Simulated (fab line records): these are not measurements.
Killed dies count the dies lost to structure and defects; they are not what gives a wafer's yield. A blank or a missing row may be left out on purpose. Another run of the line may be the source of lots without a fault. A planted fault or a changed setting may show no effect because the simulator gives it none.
fab line records    flow nandHarc
record: lots: 6  wafers: 18  lastDay: 33
route steps=1302 shown P_GATE@170 END@1302
lots untouched by any fault: they come from a run of this same line in which no faults occurred
startH: the number of hours between the record's first day and the start of the first shown wafer of the lot    waitH: hours since the lot's step before    " identical to the entry in the row above    L1.1+2: a single row standing in for several wafers    - no value, or no start given    * or withheld: withheld    < > ~ a bound
route shown NAME@n: names a module that has steps shown in the file, with the first one's number in the route    usual: mean and standard deviation over wafers with no fault    same: alike in all rows    chamber/n: place in a boat    sites: readings site by site    _std_site: the standard deviation of these    _edge_site: the outer-site mean with the inner-site mean subtracted    radiusMm: for every site, how far away it sits from the centre of the wafer    mask NAME#n: copy n    behind: tool/chamber where the wafer was last shaped    hold: cause of the lot's hold/its duration in hours/its outcome    device: the transistor (n, p or np) that didn't switch    end of line: the same wafers' tests at the end of the route    step lacking rows: just its recipe    killed: count of dies lost to structure and defects at first sort (not the wafer's yield)    map: per-die view of a wafer (x killed, . not killed, _ where there is no die)
set.NAME: the setting as run; set.NAME@STEP: as run at that earlier step    model.NAME: the simulator's own value behind a step, which no gauge read
certain route steps with their lots: each step a table, each wafer a row
services: from which hour (startH, from the record's first day; less than 0 if before it) a tool's chamber was out of use, for how many hours, and why
== steps ==
step: NHARC_P_GATE_CD_MEAS_46
recipe: targetCdNm: 720  landingEnergyEv: 500
usual: cdNm: 720.1/2.3
lot.wafer  tool      chamber  startH  waitH  cdNm
L992.4     cdSem-01  0        155.66  -      725.8
L992.5     "         0        "       "      720.9
L992.6     "         0        "       "      719.7
L102.2     cdSem-03  0        266.63  -      721.5
L102.4     "         0        "       "      719.6
L102.5     "         0        "       "      722.2
L103.1     cdSem-03  0        285.45  -      720.6
L103.4     "         0        "       "      722.8
L103.5     "         0        "       "      724.2
L106.1     cdSem-02  0        302.91  -      715.4
L106.4     "         0        "       "      717.0
L106.5     "         0        "       "      720.9
L108.1     cdSem-01  0        323.80  -      715.6
L108.2     "         0        "       "      718.6
L108.4     "         0        "       "      717.7
L109.1     cdSem-01  0        327.12  -      719.1
L109.5     "         0        "       "      722.2
L109.6     "         0        "       "      726.0
step: NHARC_P_GATE_HARDBAKE_47
recipe: tempC: 125  timeS: 80
step: NHARC_P_GATE_DESCUM_48
recipe: timeS: 3  o2FlowSccm: 200  arFlowSccm: 0  biasPowerW: 0  chemistry: O2
step: NHARC_P_GATE_IMPLANT_49
recipe: energyKev: 30  doseCm2: 3e+15  tiltDeg: 7
step: NHARC_P_GATE_STRIP_111
recipe: powerW: 1500  tempC: 110  timeS: 250  chemistry: N2/H2
step: NHARC_P_GATE_STRIP_75
recipe: powerW: 1500  tempC: 250  chemistry: O2
usual: drypumpMotorCurrentA: 5.1/0.46  heaterPowerW: 317/18
lot.wafer  tool            chamber  startH  waitH  drypumpMotorCurrentA  heaterPowerW  rfHoursCounterH
L992.4     plasmaAsher-02  0        158.02  0.2    4.8                   345           -
L992.5     "               0        "       "      4.7                   350           -
L992.6     "               1        "       "      5.1                   321           -
L102.2     plasmaAsher-02  0        267.48  0.2    4.7                   324           2
L102.4     "               1        "       "      5.1                   296           -
L102.5     "               0        "       "      4.7                   332           -
L103.1     plasmaAsher-02  0        286.28  0.2    4.7                   327           5
L103.4     "               1        "       "      5.1                   309           -
L103.5     "               0        "       "      4.7                   323           -
L106.1     plasmaAsher-02  1        303.74  0.2    5.0                   305           10
L106.4     "               1        "       "      5.0                   303           -
L106.5     "               1        "       "      5.1                   294           -
L108.2     plasmaAsher-01  0        324.62  0.2    5.0                   303           31
L108.1     "               1        "       "      6.1                   309           31
L108.4     "               0        "       "      5.0                   314           -
L109.1     plasmaAsher-01  0        327.94  0.3    5.1                   300           33
L109.5     "               0        "       "      5.0                   298           -
L109.6     "               1        "       "      6.1                   313           -
step: NHARC_P_GATE_STRIP_50
recipe: timeS: 900  tempC: 130  chemistry: SPM
step: NHARC_P_GATE_DEHYDRATE_51
recipe: tempC: 150  timeS: 120
step: NHARC_P_GATE_HMDS_52
recipe: timeS: 30
step: NHARC_P_GATE_COAT_53
recipe: spinRpm: 3000
step: NHARC_P_GATE_SOFTBAKE_54
recipe: tempC: 122  timeS: 95
step: NHARC_P_GATE_EBR_55
step: NHARC_P_GATE_EXPOSE_56
recipe: na: 0.6  targetCdNm: 720  doseMj: 14.81  maskId: P_PSD
usual: exposureDoseMJCm2: 14.812/0.015  focusOffsetNm: 0.1/0.53  na: 0.6/0  reticleTempC: 22.99/0.11
lot.wafer  tool           chamber  startH  waitH  mask     exposureDoseMJCm2  focusOffsetNm  na   reticleTempC
L992.4     krfScanner-04  0        158.78  -      P_PSD#0  14.783             -0.5           0.6  22.87
L992.5     "              0        "       "      P_PSD#0  14.805             0.3            0.6  22.91
L992.6     "              0        "       "      P_PSD#0  14.804             -0.4           0.6  22.95
L102.2     krfScanner-04  -        268.13  -      P_PSD#0  -                  -              -    -
L102.4     "              -        "       "      P_PSD#0  -                  -              -    -
L102.5     "              -        "       "      P_PSD#0  -                  -              -    -
L103.1     krfScanner-02  -        287.05  -      P_PSD#0  -                  -              -    -
L103.4     "              -        "       "      P_PSD#0  -                  -              -    -
L103.5     "              -        "       "      P_PSD#0  -                  -              -    -
L106.1     krfScanner-01  0        304.51  -      P_PSD#0  14.797             -0.1           0.6  22.93
L106.4     "              0        "       "      P_PSD#0  14.817             0.7            0.6  22.89
L106.5     "              0        "       "      P_PSD#0  14.826             -0.4           0.6  22.92
L108.1     krfScanner-02  0        325.39  -      P_PSD#0  14.824             1.0            0.6  23.08
L108.2     "              0        "       "      P_PSD#0  14.793             0.4            0.6  22.96
L108.4     "              0        "       "      P_PSD#0  14.828             -0.2           0.6  23.26
L109.1     krfScanner-01  0        328.59  -      P_PSD#0  14.810             0.0            0.6  22.92
L109.5     "              0        "       "      P_PSD#0  14.824             -0.9           0.6  22.90
L109.6     "              0        "       "      P_PSD#0  14.823             -1.2           0.6  23.00
step: NHARC_P_GATE_PEB_57
recipe: pebTempC: 118  pebTimeS: 85
step: NHARC_P_GATE_DEVELOP_58
recipe: timeS: 70
step: NHARC_P_GATE_CD_MEAS_59
recipe: targetCdNm: 720  landingEnergyEv: 500
usual: cdNm: 721.4/2.2
lot.wafer  tool      chamber  startH  waitH  cdNm
L992.4     cdSem-02  0        158.93  -      719.2
L992.5     "         0        "       "      721.5
L992.6     "         0        "       "      721.5
L102.2     cdSem-03  0        268.30  -      -
L102.4     "         0        "       "      -
L102.5     "         0        "       "      -
L103.1     cdSem-03  0        287.21  -      -
L103.4     "         0        "       "      -
L103.5     "         0        "       "      -
L106.1     cdSem-03  0        304.66  -      720.3
L106.4     "         0        "       "      720.9
L106.5     "         0        "       "      721.3
L108.1     cdSem-03  0        325.55  -      724.3
L108.2     "         0        "       "      719.3
L108.4     "         0        "       "      721.3
L109.1     cdSem-01  0        328.74  -      722.0
L109.5     "         0        "       "      720.0
L109.6     "         0        "       "      717.5
step: NHARC_P_GATE_HARDBAKE_60
recipe: tempC: 125  timeS: 80
step: NHARC_P_GATE_DESCUM_61
recipe: timeS: 3  o2FlowSccm: 200  arFlowSccm: 0  biasPowerW: 0  chemistry: O2
step: NHARC_P_GATE_IMPLANT_62
recipe: energyKev: 20  doseCm2: 3e+15  tiltDeg: 7
step: NHARC_P_GATE_STRIP_112
recipe: powerW: 1500  tempC: 110  timeS: 200  chemistry: N2/H2
step: NHARC_P_GATE_STRIP_76
recipe: powerW: 1500  tempC: 250  chemistry: O2
usual: drypumpMotorCurrentA: 5.4/0.54  heaterPowerW: 310/15
lot.wafer  tool            chamber  startH  waitH  drypumpMotorCurrentA  heaterPowerW  rfHoursCounterH
L992.4     plasmaAsher-02  1        159.73  0.2    5.0                   306           -
L992.6     "               1        "       "      5.1                   318           -
L992.5     "               0        "       "      4.7                   345           -
L102.2     plasmaAsher-01  1        269.12  0.2    6.1                   306           21
L102.4     "               1        "       "      6.1                   309           -
L102.5     "               0        "       "      5.1                   308           -
L103.1     plasmaAsher-02  0        288.20  0.2    4.7                   326           5
L103.4     "               1        "       "      5.1                   299           -
L103.5     "               0        "       "      4.8                   329           -
L106.1     plasmaAsher-01  1        305.47  0.2    6.1                   309           29
L106.4     "               1        "       "      6.1                   308           -
L106.5     "               1        "       "      6.1                   307           -
L108.2     plasmaAsher-01  1        326.54  0.2    6.1                   310           32
L108.1     "               0        "       "      5.0                   304           32
L108.4     "               0        "       "      5.0                   311           -
L109.1     plasmaAsher-01  0        329.54  0.2    5.0                   291           34
L109.6     "               0        "       "      5.1                   307           -
L109.5     "               1        "       "      6.1                   315           -
step: NHARC_P_GATE_STRIP_63
recipe: timeS: 900  tempC: 130  chemistry: SPM
step: NHARC_P_GATE_DEHYDRATE_83
recipe: tempC: 150  timeS: 120
step: NHARC_P_GATE_HMDS_84
recipe: timeS: 30
step: NHARC_P_GATE_COAT_85
recipe: spinRpm: 3000
step: NHARC_P_GATE_SOFTBAKE_86
recipe: tempC: 122  timeS: 95
step: NHARC_P_GATE_EBR_87
step: NHARC_P_GATE_EXPOSE_88
recipe: na: 0.6  targetCdNm: 2000  doseMj: 11.87  maskId: P_HVN
step: NHARC_P_GATE_PEB_89
recipe: pebTempC: 118  pebTimeS: 85
step: NHARC_P_GATE_DEVELOP_90
recipe: timeS: 70
step: NHARC_P_GATE_CD_MEAS_91
recipe: targetCdNm: 2000  landingEnergyEv: 500
usual: cdNm: 2001.8/2
lot.wafer  tool      chamber  startH  waitH  cdNm
L992.4     cdSem-01  0        160.64  -      2005.3
L992.5     "         0        "       "      2002.4
L992.6     "         0        "       "      2003.9
L102.2     cdSem-01  0        270.03  -      2003.4
L102.4     "         0        "       "      2000.2
L102.5     "         0        "       "      2003.2
L103.1     cdSem-02  0        289.11  -      1999.9
L103.4     "         0        "       "      2001.8
L103.5     "         0        "       "      2003.0
L106.1     cdSem-01  0        306.37  -      2001.3
L106.4     "         0        "       "      2005.4
L106.5     "         0        "       "      2002.8
L108.1     cdSem-01  0        327.45  -      2001.5
L108.2     "         0        "       "      2001.7
L108.4     "         0        "       "      2002.4
L109.1     cdSem-01  0        330.32  -      1999.1
L109.5     "         0        "       "      2000.9
L109.6     "         0        "       "      2001.5
step: NHARC_P_GATE_HARDBAKE_92
recipe: tempC: 125  timeS: 80
step: NHARC_P_GATE_DESCUM_93
recipe: timeS: 3  o2FlowSccm: 200  arFlowSccm: 0  biasPowerW: 0  chemistry: O2
usual: drypumpMotorCurrentA: 5.8/0.48  oesProductAu: 0.998/0.012  rfVppV: 57.7/0.91  showerheadPlenumPTorr: 1.88/0.076  throttleValvePct: 11.311/0.0088
lot.wafer  tool        chamber  startH  waitH  drypumpMotorCurrentA  oesProductAu  rfHoursCounterH  rfVppV  showerheadPlenumPTorr  throttleValvePct
L992.4     rieDiel-11  3        160.79  -      5.6                   1.000         2.0              59.9    1.88                   11.311
L992.6     "           3        "       "      5.6                   1.003         -                57.8    1.88                   11.296
L992.5     "           0        "       "      5.9                   1.008         -                57.5    1.98                   11.318
L102.4     rieDiel-07  0        270.21  -      5.2                   1.001         5.8              57.5    1.80                   11.314
L102.2     "           1        "       "      6.3                   0.986         6.7              57.4    1.83                   11.321
L102.5     "           2        "       "      5.1                   0.982         -                59.2    2.03                   11.298
L103.1     rieDiel-07  2        289.28  -      5.1                   0.995         8.8              58.2    2.02                   11.317
L103.4     "           3        "       "      6.5                   1.007         10.0             56.9    1.84                   11.308
L103.5     "           1        "       "      6.3                   0.994         -                58.2    1.83                   11.309
L106.1     rieDiel-11  3        306.56  -      5.6                   0.996         0.1              57.2    1.87                   11.313
L106.4     "           0        "       "      5.9                   1.013         0.0              57.5    1.97                   11.309
L106.5     "           1        "       "      6.3                   0.983         -                56.3    1.83                   11.312
L108.1     rieDiel-01  1        327.63  -      6.2                   0.998         5.4              57.4    1.83                   11.318
L108.2     "           2        "       "      5.3                   0.990         6.5              56.2    1.85                   11.320
L108.4     "           3        "       "      5.3                   0.998         5.3              58.3    2.01                   11.314
L109.1     rieDiel-01  3        330.52  -      5.3                   0.996         5.3              58.7    2.01                   11.314
L109.5     "           0        "       "      5.9                   0.995         -                58.4    1.95                   11.311
L109.6     "           1        "       "      6.2                   0.998         -                56.5    1.83                   11.298
step: NHARC_P_GATE_IMPLANT_94
recipe: energyKev: 60  doseCm2: 2e+15  tiltDeg: 7
step: NHARC_P_GATE_STRIP_113
recipe: powerW: 1500  tempC: 110  timeS: 740  chemistry: N2/H2
usual: drypumpMotorCurrentA: 5.2/0.51  heaterPowerW: 84/4.5
lot.wafer  tool            chamber  startH  waitH  drypumpMotorCurrentA  heaterPowerW  rfHoursCounterH
L992.4     plasmaAsher-01  0        161.52  0.5    5.0                   78            -
L992.5     "               1        "       "      6.1                   76            -
L992.6     "               0        "       "      5.1                   79            -
L102.2     plasmaAsher-02  1        270.55  0.2    5.1                   81            3
L102.4     "               0        "       "      4.7                   89            -
L102.5     "               0        "       "      4.8                   88            -
L103.1     plasmaAsher-02  0        289.76  0.3    4.7                   87            6
L103.4     "               0        "       "      4.7                   87            -
L103.5     "               1        "       "      5.1                   83            -
L106.1     plasmaAsher-02  0        307.02  0.3    4.7                   87            10
L106.4     "               0        "       "      4.7                   86            -
L106.5     "               0        "       "      4.7                   85            -
L108.2     plasmaAsher-01  1        328.45  0.2    6.1                   82            33
L108.1     "               0        "       "      5.0                   81            33
L108.4     "               1        "       "      6.1                   85            -
L109.1     plasmaAsher-02  0        330.86  0.2    4.7                   88            15
L109.5     "               0        "       "      4.7                   88            -
L109.6     "               1        "       "      5.0                   80            -
step: NHARC_P_GATE_STRIP_95
recipe: powerW: 1500  tempC: 250  chemistry: O2
usual: drypumpMotorCurrentA: 5.2/0.5  heaterPowerW: 314/17
lot.wafer  tool            chamber  startH  waitH  drypumpMotorCurrentA  heaterPowerW  rfHoursCounterH
L992.4     plasmaAsher-01  0        161.91  0.3    5.0                   286           -
L992.5     "               1        "       "      6.1                   285           -
L992.6     "               0        "       "      5.0                   293           -
L102.2     plasmaAsher-02  1        271.27  0.6    5.1                   295           3
L102.4     "               0        "       "      4.7                   320           -
L102.5     "               0        "       "      4.8                   332           -
L103.1     plasmaAsher-02  0        290.36  0.5    4.8                   323           7
L103.4     "               0        "       "      4.7                   327           -
L103.5     "               1        "       "      5.1                   299           -
L106.1     plasmaAsher-02  0        307.63  0.5    4.7                   328           10
L106.4     "               0        "       "      4.7                   326           -
L106.5     "               0        "       "      4.8                   323           -
L108.2     plasmaAsher-01  1        329.17  0.6    6.1                   309           34
L108.1     "               0        "       "      5.1                   309           34
L108.4     "               1        "       "      6.1                   312           -
L109.1     plasmaAsher-02  0        331.58  0.6    4.7                   333           16
L109.5     "               0        "       "      4.7                   327           -
L109.6     "               1        "       "      5.1                   300           -
step: NHARC_P_GATE_STRIP_96
recipe: timeS: 900  tempC: 130  chemistry: SPM
step: NHARC_P_GATE_RTA_64
recipe: tempC: 1050  timeS: 1
step: NHARC_P_GATE_ETCH_77
recipe: targetDepthA: 60  chemistry: dHF  material: SiO2
step: NHARC_P_GATE_DEGAS_109
recipe: tempC: 300  timeS: 60
step: NHARC_P_GATE_PRE_CLEAN_110
recipe: timeS: 30  biasV: 200  gas: Ar
step: NHARC_P_GATE_SPUTTER_78
recipe: targetThkA: 100  material: Ni
step: NHARC_P_GATE_INSPECT_68
usual: rawDefectCount: 189/63
lot.wafer  tool              chamber  startH  waitH  rawDefectCount
L992.4     defectInspect-02  -        163.71  0.1    205
L992.5     "                 -        "       "      122
L992.6     "                 -        "       "      134
L102.2     defectInspect-02  -        273.12  0.1    1255
L102.4     "                 -        "       "      1297
L102.5     "                 -        "       "      1221
L103.1     defectInspect-02  -        292.17  0.2    1276
L103.4     "                 -        "       "      1267
L103.5     "                 -        "       "      1235
L106.1     defectInspect-01  -        309.43  0.2    268
L106.4     "                 -        "       "      232
L106.5     "                 -        "       "      204
L108.1     defectInspect-02  -        331.30  0.2    121
L108.2     "                 -        "       "      144
L108.4     "                 -        "       "      207
L109.1     defectInspect-01  -        333.40  0.2    200
L109.5     "                 -        "       "      162
L109.6     "                 -        "       "      138
step: NHARC_END_SORT_01
recipe: tempC: 25
usual: killedAtArray: 61/24  killedAtOther: 1.2/1.3  killedAtPeriphery: 3.7/2.6  killedDies: 66/23  killedOpen: 3.3/1.8  killedShort: 2.4/1.6
same: grossDies: 677
lot.wafer  tool       chamber  startH  waitH  killedAtArray  killedAtOther  killedAtPeriphery  killedDies  killedOpen  killedShort
L992.4     prober-01  0        611.24  3.4    33             3              1                  37          4           2
L992.5     prober-01  0        612.03  3.7    30             1              1                  32          1           2
L992.6     prober-01  0        612.83  4.0    28             1              1                  30          6           1
L102.2     prober-02  0        710.39  2.8    77             0              600                677         2           4
L102.4     prober-02  0        712.00  3.4    76             0              601                677         2           2
L102.5     prober-02  0        712.80  3.7    80             0              597                677         2           1
L103.1     prober-02  0        749.99  2.5    67             0              610                677         2           2
L103.4     prober-02  0        752.45  3.4    73             1              603                677         3           4
L103.5     prober-02  0        753.26  3.8    70             1              606                677         2           2
L108.4     prober-01  0        787.29  3.4    64             0              2                  66          2           1
killed by level:class
L992.4 A_STAIRCASE:chamberFilmFlake=10 A_CHANNEL_HOLE_D2:chamberFilmFlake=9 A_CHANNEL_HOLE_D1:chamberFilmFlake=3 THIN_TSV:chamberFilmFlake=3 A_ZERO_WELL:chamberFilmFlake=2 A_CONTACT:chamberFilmFlake=2 A_ONON_D1:geometricParticle:short=1 A_ONON_D1:geometricParticle:open=1
L992.5 A_CHANNEL_HOLE_D1:chamberFilmFlake=9 A_STAIRCASE:chamberFilmFlake=8 A_CHANNEL_HOLE_D2:chamberFilmFlake=6 A_CONTACT:chamberFilmFlake=3 P_M0:geometricParticle:open=1 A_WL_FILL:geometricParticle:short=1 STARTING-WAFER:geometricParticle:short=1 A_CHANNEL_FILL_D2:chamberFilmFlake=1
L992.6 A_CHANNEL_HOLE_D2:chamberFilmFlake=12 A_M0:geometricParticle:open=2 A_CHANNEL_HOLE_D1:chamberFilmFlake=2 A_STAIRCASE:chamberFilmFlake=2 A_CONTACT:chamberFilmFlake=2 P_CONTACT:geometricParticle:open=1 A_CHANNEL_FILL_D1:geometricParticle:open=1 A_DECK1_JOINT:geometricParticle:open=1
L102.2 P_GATE:areaExpose=594 A_CHANNEL_HOLE_D1:chamberFilmFlake=31 A_CHANNEL_HOLE_D2:chamberFilmFlake=22 A_CONTACT:chamberFilmFlake=12 A_ONON_D1:geometricParticle:short=2 A_CHANNEL_FILL_D2:geometricParticle:open=2 P_ZERO_WELL:chamberFilmFlake=2 P_GATE:chamberFilmFlake=2
L102.4 P_GATE:areaExpose=600 A_CHANNEL_HOLE_D1:chamberFilmFlake=36 A_CHANNEL_HOLE_D2:chamberFilmFlake=23 A_CONTACT:chamberFilmFlake=7 A_SLIT:chamberFilmFlake=3 A_STAIRCASE:chamberFilmFlake=2 A_CHANNEL_FILL_D1:geometricParticle:short=1 A_ONON_D2:geometricParticle:open=1
L102.5 P_GATE:areaExpose=594 A_CHANNEL_HOLE_D1:chamberFilmFlake=38 A_CHANNEL_HOLE_D2:chamberFilmFlake=22 A_CONTACT:chamberFilmFlake=10 A_SLIT:chamberFilmFlake=5 P_GATE:chamberFilmFlake=2 A_CHANNEL_FILL_D2:geometricParticle:short=1 A_CHANNEL_FILL_D2:geometricParticle:open=1
L103.1 P_GATE:areaExpose=608 A_CHANNEL_HOLE_D2:chamberFilmFlake=29 A_CHANNEL_HOLE_D1:chamberFilmFlake=26 A_STAIRCASE:chamberFilmFlake=3 P_M2:chamberFilmFlake=2 A_SLIT:chamberFilmFlake=2 A_CONTACT:chamberFilmFlake=2 A_ONON_D2:geometricParticle:open=1
L103.4 P_GATE:areaExpose=601 A_CHANNEL_HOLE_D1:chamberFilmFlake=34 A_CHANNEL_HOLE_D2:chamberFilmFlake=25 A_CONTACT:chamberFilmFlake=4 A_STAIRCASE:chamberFilmFlake=2 P_GATE:geometricParticle:open=1 A_ONON_D2:geometricParticle:short=1 A_ONON_D2:geometricParticle:open=1
L103.5 P_GATE:areaExpose=601 A_CHANNEL_HOLE_D2:chamberFilmFlake=35 A_CHANNEL_HOLE_D1:chamberFilmFlake=27 A_CONTACT:chamberFilmFlake=2 P_M2:chamberFilmFlake=2 P_CONTACT:geometricParticle:short=1 A_DECK1_JOINT:geometricParticle:open=1 A_SGD_CUT:geometricParticle:short=1
L108.4 A_SLIT:chamberFilmFlake=34 A_CHANNEL_HOLE_D1:chamberFilmFlake=15 A_CONTACT:chamberFilmFlake=6 A_ZERO_WELL:chamberFilmFlake=5 A_DECK1_JOINT:chamberFilmFlake=2 P_M0:geometricParticle:open=1 A_ONON_D1:geometricParticle:short=1 A_M1:geometricParticle:open=1
map L102.2 (x killed, . not)
____________x____________
_________xxxxxxx_________
_______xxxxxxxxxxx_______
______xxxxxxxxxxxxx______
_____xxxxxxxxxxxxxxx_____
____xxxxxxxxxxxxxxxxx____
____xxxxxxxxxxxxxxxxx____
___xxxxxxxxxxxxxxxxxxx___
___xxxxxxxxxxxxxxxxxxx___
__xxxxxxxxxxxxxxxxxxxxx__
__xxxxxxxxxxxxxxxxxxxxx__
_xxxxxxxxxxxxxxxxxxxxxxx_
_xxxxxxxxxxxxxxxxxxxxxxx_
_xxxxxxxxxxxxxxxxxxxxxxx_
_xxxxxxxxxxxxxxxxxxxxxxx_
_xxxxxxxxxxxxxxxxxxxxxxx_
xxxxxxxxxxxxxxxxxxxxxxxxx
xxxxxxxxxxxxxxxxxxxxxxxxx
xxxxxxxxxxxxxxxxxxxxxxxxx
xxxxxxxxxxxxxxxxxxxxxxxxx
xxxxxxxxxxxxxxxxxxxxxxxxx
_xxxxxxxxxxxxxxxxxxxxxxx_
_xxxxxxxxxxxxxxxxxxxxxxx_
_xxxxxxxxxxxxxxxxxxxxxxx_
_xxxxxxxxxxxxxxxxxxxxxxx_
_xxxxxxxxxxxxxxxxxxxxxxx_
__xxxxxxxxxxxxxxxxxxxxx__
__xxxxxxxxxxxxxxxxxxxxx__
___xxxxxxxxxxxxxxxxxxx___
___xxxxxxxxxxxxxxxxxxx___
____xxxxxxxxxxxxxxxxx____
____xxxxxxxxxxxxxxxxx____
_____xxxxxxxxxxxxxxx_____
______xxxxxxxxxxxxx______
_______xxxxxxxxxxx_______
_________xxxxxxx_________
____________x____________
map L103.1 (x killed, . not)
____________x____________
_________xxxxxxx_________
_______xxxxxxxxxxx_______
______xxxxxxxxxxxxx______
_____xxxxxxxxxxxxxxx_____
____xxxxxxxxxxxxxxxxx____
____xxxxxxxxxxxxxxxxx____
___xxxxxxxxxxxxxxxxxxx___
___xxxxxxxxxxxxxxxxxxx___
__xxxxxxxxxxxxxxxxxxxxx__
__xxxxxxxxxxxxxxxxxxxxx__
_xxxxxxxxxxxxxxxxxxxxxxx_
_xxxxxxxxxxxxxxxxxxxxxxx_
_xxxxxxxxxxxxxxxxxxxxxxx_
_xxxxxxxxxxxxxxxxxxxxxxx_
_xxxxxxxxxxxxxxxxxxxxxxx_
xxxxxxxxxxxxxxxxxxxxxxxxx
xxxxxxxxxxxxxxxxxxxxxxxxx
xxxxxxxxxxxxxxxxxxxxxxxxx
xxxxxxxxxxxxxxxxxxxxxxxxx
xxxxxxxxxxxxxxxxxxxxxxxxx
_xxxxxxxxxxxxxxxxxxxxxxx_
_xxxxxxxxxxxxxxxxxxxxxxx_
_xxxxxxxxxxxxxxxxxxxxxxx_
_xxxxxxxxxxxxxxxxxxxxxxx_
_xxxxxxxxxxxxxxxxxxxxxxx_
__xxxxxxxxxxxxxxxxxxxxx__
__xxxxxxxxxxxxxxxxxxxxx__
___xxxxxxxxxxxxxxxxxxx___
___xxxxxxxxxxxxxxxxxxx___
____xxxxxxxxxxxxxxxxx____
____xxxxxxxxxxxxxxxxx____
_____xxxxxxxxxxxxxxx_____
______xxxxxxxxxxxxx______
_______xxxxxxxxxxx_______
_________xxxxxxx_________
____________x____________
== services ==
tool            chamber  startH  hours  kind
krfScanner-01   -        140.00  4.0    pm
rieDiel-11      2        141.27  6.0    repair
rieDiel-11      0        141.80  5.3    repair
rieDiel-07      0        142.57  7.7    repair
plasmaAsher-01  -        151.30  6.9    repair
plasmaAsher-02  -        152.27  4.5    repair
rieDiel-07      0        160.31  22.7   repair
rieDiel-07      2        165.74  6.7    repair
plasmaAsher-01  -        166.17  9.0    pm
rieDiel-07      3        178.37  3.9    repair
krfScanner-02   -        179.07  0.4    repair
krfScanner-04   -        182.00  4.0    pm
rieDiel-01      0        185.87  6.5    repair
rieDiel-07      3        196.90  4.0    repair
rieDiel-01      -        203.96  9.0    pm
krfScanner-02   -        209.52  1.2    repair
rieDiel-01      1        213.72  9.4    repair
rieDiel-07      1        214.18  5.0    repair
rieDiel-11      2        217.57  5.0    repair
plasmaAsher-02  -        249.00  9.0    pm
krfScanner-02   -        266.02  4.0    pm
rieDiel-11      -        285.45  9.0    pm
rieDiel-07      -        294.21  9.0    pm
rieDiel-11      0        294.91  5.9    repair
== key ==
firstSign: step: NHARC_P_GATE_EXPOSE_56  reading: toolRecord  direction: missing
effect: step: NHARC_P_GATE_CD_MEAS_59  reading: cdNm  direction: missing
effect: step: NHARC_P_GATE_INSPECT_68  reading: rawDefectCount  direction: up  sigmas: 17  usual: 189  struck: 1258
effect: step: NHARC_END_SORT_01  reading: killedAtPeriphery  direction: up  sigmas: 99+  usual: 3.7  struck: 602.8
moreKillsBornAt: NHARC_P_GATE_EXPOSE_56@krfScanner-02: 1810  NHARC_P_GATE_EXPOSE_56@krfScanner-04: 1788
metAt NHARC_P_GATE_EXPOSE_56
struckWafers L102.2,L102.4,L102.5,L103.1,L103.4,L103.5
laterRowsLeftOut L102.2,L102.4,L102.5,L103.1,L103.4,L103.5
testerLeftOut L102,L103
onsetBetween 158.78 268.13
fault: kind: skippedStepWhole  tool: krfScanner-02,krfScanner-04  chamber: -  onsetH: 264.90  steps: NHARC_P_GATE_EXPOSE_56  scope: struckLotsOnly
testerLeftOut: of these lots the tester's yield and bins aren't shown, on N5 and GAA mostly nor the transistor test; their killed dies are dies lost to structure and defects alone, not to doping, threshold or leakage, so they don't give the yield
laterRowsLeftOut: the simulator's readings of these wafers behind a module that went badly wrong aren't trusted and aren't shown, but for the sort
